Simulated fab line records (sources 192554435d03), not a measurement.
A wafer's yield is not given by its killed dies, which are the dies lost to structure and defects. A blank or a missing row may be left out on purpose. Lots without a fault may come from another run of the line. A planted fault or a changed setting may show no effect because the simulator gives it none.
Chamber matching | flow n5Finfet | 4 sister chambers for N5_BEOL_M4_VIA_ETCH_34 on rieDiel-05
The step etches the open film in C4F6/O2, target depth 69.4 nm, time 65.9 s. 8 wafers are shown with their chamber, then 7 later ones without.

EACH WAFER AND ITS CHAMBER
wafer  | chamber | throttleValvePct (%) | drypumpMotorCurrentA (A)
L080.4 | 0       | 30.61                | 5.1
L080.5 | 2       | 30.77                | 5.2
L078.5 | 1       | 30.43                | 6.0
L078.6 | 0       | 30.60                | 5.1
L083.5 | 1       | 30.46                | 6.0
L083.6 | 3       | 31.14                | 5.7
L086.3 | 2       | 30.80                | 5.1
L086.4 | 3       | 31.17                | 5.7

WAFERS MISSING THEIR CHAMBER
wafer  | throttleValvePct (%) | drypumpMotorCurrentA (A)
L086.5 | 31.17                | 5.7
L090.1 | 30.48                | 6.0
L090.2 | 31.16                | 5.8
L090.6 | 30.80                | 5.1
L094.1 | 30.41                | 5.1
L094.5 | 30.95                | 5.8
L094.6 | 30.81                | 5.2

WHICH CHAMBER EACH WENT THROUGH
wafer  | from the rows above | in truth
L086.5 | 3                   | 3
L090.1 | 1                   | 1
L090.2 | 3                   | 3
L090.6 | 2                   | 2
L094.1 | 0                   | 0
L094.5 | 3                   | 3
L094.6 | 2                   | 2
Correct placement for 7 of the 7. Left unplaced by these rows: 0. Wrongly placed: 0.
How it was worked out, from the rows above alone: a wafer's distance from a chamber is the root of the sum, over the readings, of the square of ((its reading less the chamber's mean) divided by the reading's scatter). If the next closest chamber is less than 2 further off than the closest, the wafer can't be placed; otherwise it belongs to the closest. Each chamber's mean is taken over the wafers shown for it. How the scatter is found: for the shown wafers, subtract from each reading the mean of its chamber, square and add these, divide the total by (wafers less chambers), then take the root.
